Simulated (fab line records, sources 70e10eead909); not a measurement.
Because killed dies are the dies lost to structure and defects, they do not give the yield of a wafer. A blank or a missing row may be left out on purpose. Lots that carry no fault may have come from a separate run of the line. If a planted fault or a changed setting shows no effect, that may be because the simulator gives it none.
Which tool was responsible? ; flow nand harc ; 24 lots, 72 wafers sampled, at 6 steps of a route of 1302

== WHAT EACH GAUGE READ, for each wafer ==
NHARC_A_CONTACT_CD_MEAS_69: target cd 300 nm.
lot;measured;on;cd nm (nm)
L075;day 22 14:20;cd sem-03;300.1 299.7 299.7
L074;day 22 14:52;cd sem-03;299.7 300.1 299.5
L076;day 22 20:02;cd sem-03;300.3 300.2 300.3
L077;day 23 19:38;cd sem-01;299.3 299.7 299.8
L080;day 23 21:25;cd sem-02;300.5 300.3 299.9
L078;day 24 08:11;cd sem-02;299.9 299.8 299.1
L079;day 24 15:00;cd sem-01;300.4 300.2 300.2
L081;day 24 18:21;cd sem-02;299.6 300.0 300.4
L082;day 25 07:34;cd sem-01;300.1 299.9 299.1
L083;day 25 08:32;cd sem-02;300.6 300.8 300.4
L085;day 26 04:00;cd sem-01;299.0 299.4 300.2
L084;day 26 07:59;cd sem-03;299.7 300.1 299.9
L086;day 26 23:12;cd sem-01;300.4 300.3 300.5
L088;day 27 14:44;cd sem-02;300.1 300.3 300.2
L087;day 27 15:06;cd sem-02;300.4 300.2 300.8
L089;day 27 22:11;cd sem-02;300.8 300.2 300.1
L090;day 28 05:17;cd sem-02;299.8 300.2 300.1
L091;day 29 17:36;cd sem-03;299.9 300.4 300.1
L093;day 30 00:08;cd sem-03;299.8 300.0 300.2
L092;day 30 02:43;cd sem-03;300.8 299.6 299.5
L095;day 30 14:44;cd sem-03;300.7 299.9 299.5
L094;day 30 20:04;cd sem-01;300.5 300.2 300.0
L096;day 30 20:44;cd sem-03;300.4 300.0 300.1
L097;day 31 16:26;cd sem-03;300.0 299.8 299.6

NHARC_A_CONTACT_CD_MEAS_15.
lot;measured;on;cd nm (nm)
L075;day 23 01:40;cd sem-03;189.8 189.6 189.5
L074;day 23 02:10;cd sem-03;189.2 189.9 189.3
L076;day 23 07:44;cd sem-01;190.1 189.1 189.3
L077;day 24 15:29;cd sem-01;190.5 190.7 190.9
L080;day 24 15:23;cd sem-02;191.1 190.9 190.6
L078;day 25 00:14;cd sem-03;190.2 190.4 189.8
L079;day 25 04:05;cd sem-02;189.5 190.1 189.6
L081;day 25 06:17;cd sem-03;189.8 190.8 191.2
L082;day 25 23:13;cd sem-03;190.7 190.4 190.9
L083;day 26 00:04;cd sem-03;189.4 189.3 189.6
L085;day 26 15:13;cd sem-03;189.7 190.3 189.8
L084;day 26 20:43;cd sem-03;189.8 189.9 189.4
L086;day 27 10:32;cd sem-01;190.6 190.4 190.3
L088;day 28 04:11;cd sem-01;189.3 189.8 189.4
L087;day 28 05:14;cd sem-03;190.4 190.7 190.4
L089;day 28 10:26;cd sem-03;190.6 190.5 190.4
L090;day 28 17:04;cd sem-02;189.9 190.2 190.0
L091;day 30 08:00;cd sem-03;189.1 189.6 190.1
L093;day 30 17:14;cd sem-03;190.0 191.3 190.6
L092;day 30 18:18;cd sem-01;189.4 189.6 189.7
L095;day 31 03:44;cd sem-01;189.9 189.6 189.7
L094;day 31 08:01;cd sem-01;191.0 190.5 190.7
L096;day 31 11:25;cd sem-02;190.2 190.1 190.1
L097;day 32 06:45;cd sem-02;190.6 189.6 191.0

== EACH LOT AND THE TOOL THAT RAN IT (in order: tool; ch and the chambers of the sampled wafers; start) ==
lot;NHARC_A_CONTACT_ETCH_124;NHARC_A_CONTACT_ETCH_126;NHARC_A_CONTACT_ETCH_127;NHARC_A_CONTACT_DEP_84
L075;har cap etch-02 ch 0,1, day 22 16:08;har cap etch-02 ch 0,1, day 22 16:30;har cap etch-02 ch 0,1, day 22 16:40;acl dep-03 ch 0, day 22 20:13
L074;har cap etch-03 ch 0,1, day 22 16:37;har cap etch-03 ch 0,1, day 22 17:00;har cap etch-03 ch 0,1, day 22 17:10;acl dep-02 ch 0, day 22 20:17
L076;har cap etch-01 ch 0,1, day 22 21:50;har cap etch-01 ch 0,1, day 22 22:12;har cap etch-01 ch 0,1, day 22 22:23;acl dep-01 ch 0, day 23 01:55
L077;har cap etch-02 ch 0,1, day 23 21:22;har cap etch-02 ch 0,1, day 23 21:58;har cap etch-02 ch 0,1, day 23 22:11;acl dep-03 ch 0, day 24 09:12
L080;har cap etch-03 ch 0,1, day 23 23:11;har cap etch-03 ch 0,1, day 23 23:34;har cap etch-03 ch 0,1, day 23 23:44;acl dep-02 ch 0, day 24 09:21
L078;har cap etch-03 ch 0,1, day 24 09:58;har cap etch-03 ch 0,1, day 24 10:20;har cap etch-03 ch 0,1, day 24 10:31;acl dep-03 ch 0, day 24 18:11
L079;har cap etch-03 ch 0,1, day 24 16:52;har cap etch-03 ch 0,1, day 24 17:13;har cap etch-03 ch 0,1, day 24 17:24;acl dep-01 ch 0, day 24 22:10
L081;har cap etch-02 ch 0,1, day 24 20:30;har cap etch-02 ch 0,1, day 24 20:53;har cap etch-02 ch 0,1, day 24 21:03;acl dep-01 ch 0, day 25 00:25
L082;har cap etch-02 ch 0,1, day 25 09:21;har cap etch-02 ch 0,1, day 25 09:43;har cap etch-02 ch 0,1, day 25 09:53;acl dep-01 ch 0, day 25 17:42
L083;har cap etch-01 ch 0,1, day 25 10:22;har cap etch-01 ch 0,1, day 25 10:52;har cap etch-01 ch 0,1, day 25 11:06;acl dep-03 ch 0, day 25 17:10
L085;har cap etch-02 ch 0,1, day 26 05:44;har cap etch-02 ch 0,1, day 26 06:07;har cap etch-02 ch 0,1, day 26 06:17;acl dep-01 ch 0, day 26 09:19
L084;har cap etch-01 ch 0,1, day 26 10:04;har cap etch-01 ch 0,1, day 26 10:26;har cap etch-01 ch 0,1, day 26 10:37;acl dep-03 ch 0, day 26 15:17
L086;har cap etch-03 ch 0,1, day 27 00:58;har cap etch-03 ch 0,1, day 27 01:20;har cap etch-03 ch 0,1, day 27 01:31;acl dep-02 ch 0, day 27 04:32
L088;har cap etch-01 ch 0, day 27 16:28;har cap etch-01 ch 0, day 27 16:50;har cap etch-01 ch 0, day 27 17:01;acl dep-01 ch 0, day 27 22:41
L087;har cap etch-03 ch 0,1, day 27 16:51;har cap etch-03 ch 0,1, day 27 17:14;har cap etch-03 ch 0,1, day 27 17:25;acl dep-03 ch 0, day 27 23:20
L089;har cap etch-01 ch 0,1, day 27 23:58;har cap etch-01 ch 0,1, day 28 00:20;har cap etch-01 ch 0,1, day 28 00:31;acl dep-01 ch 0, day 28 04:50
L090;har cap etch-01 ch 0,1, day 28 07:01;har cap etch-01 ch 0,1, day 28 07:23;har cap etch-01 ch 0,1, day 28 07:34;acl dep-01 ch 0, day 28 11:13
L091;har cap etch-01 ch 0,1, day 29 19:20;har cap etch-01 ch 0,1, day 29 19:43;har cap etch-01 ch 0,1, day 29 19:53;acl dep-02 ch 0, day 30 02:05
L093;har cap etch-03 ch 0,1, day 30 01:52;har cap etch-03 ch 0,1, day 30 02:14;har cap etch-03 ch 0,1, day 30 02:25;acl dep-03 ch 0, day 30 07:57
L092;har cap etch-02 ch 0,1, day 30 04:26;har cap etch-02 ch 0,1, day 30 04:49;har cap etch-02 ch 0,1, day 30 04:59;acl dep-02 ch 0, day 30 09:28
L095;har cap etch-01 ch 0,1, day 30 17:47;har cap etch-01 ch 0,1, day 30 18:10;har cap etch-01 ch 0,1, day 30 18:20;acl dep-01 ch 0, day 30 21:19
L094;har cap etch-03 ch 0, day 30 21:47;har cap etch-03 ch 0, day 30 22:10;har cap etch-03 ch 0, day 30 22:20;acl dep-02 ch 0, day 31 02:07
L096;har cap etch-02 ch 0,1, day 30 22:33;har cap etch-02 ch 0,1, day 30 22:55;har cap etch-02 ch 0,1, day 30 23:06;acl dep-01 ch 0, day 31 03:18
L097;har cap etch-02 ch 0,1, day 31 20:59;har cap etch-02 ch 0,1, day 31 21:21;har cap etch-02 ch 0,1, day 31 21:32;acl dep-01 ch 0, day 32 00:54
- NHARC_A_CONTACT_ETCH_124: etches the open film in C4F8/O2/Ar, time 140 s, target depth 700 nm.
- NHARC_A_CONTACT_ETCH_126: etches the open film in C4F8/O2/Ar, time 197 s, target depth 1918 nm.
- NHARC_A_CONTACT_ETCH_127: etches the open film in C4F8/O2/Ar, time 197 s, target depth 1918 nm.
- NHARC_A_CONTACT_DEP_84: deposits aC, target thk 2800 nm.

== WHAT THE TOOLS THEMSELVES READ (means of the sampled wafers that have a number; where no wafer has one, the mark that the record gives instead) ==
NHARC_A_CONTACT_DEP_84.
lot;tool;throttle valve pct (%)
L075;acl dep-03;35.001
L074;acl dep-02;35.011
L076;acl dep-01;34.995
L077;acl dep-03;34.993
L080;acl dep-02;35.001
L078;acl dep-03;35.005
L079;acl dep-01;35.003
L081;acl dep-01;34.999
L082;acl dep-01;34.999
L083;acl dep-03;35.000
L085;acl dep-01;34.994
L084;acl dep-03;34.999
L086;acl dep-02;34.996
L088;acl dep-01;35.005
L087;acl dep-03;35.003
L089;acl dep-01;35.000
L090;acl dep-01;35.009
L091;acl dep-02;35.006
L093;acl dep-03;35.000
L092;acl dep-02;35.002
L095;acl dep-01;34.993
L094;acl dep-02;35.002
L096;acl dep-01;34.998
L097;acl dep-01;35.008

== THE ANSWER, worked out from the rows above alone ==
Rule: the lots themselves supply what counts as usual. Put in order of their means at a reading, lots are off if they are a third of the lots or fewer, leave a main group of 4 or more, and stand apart from it by a gap of 3 or more times the standard deviation of the main group's means; of several such gaps the widest counts. Not used: any main group whose means are identical at the precision the tables above print for the reading. Also off: a lot with no number at a reading for which 4 or more lots have one. All remaining lots with rows at the step are treated as sound. After the gauges, taken in route order, come the tools' own readings; for these a lot's mean is taken, as printed above. At the first step where some lot is off, the reading lying furthest off is the one used; lots without a number count as furthest.
No lot is off at any reading shown: from this, nothing can be told.

== WHAT THE SIMULATOR PUT IN ==
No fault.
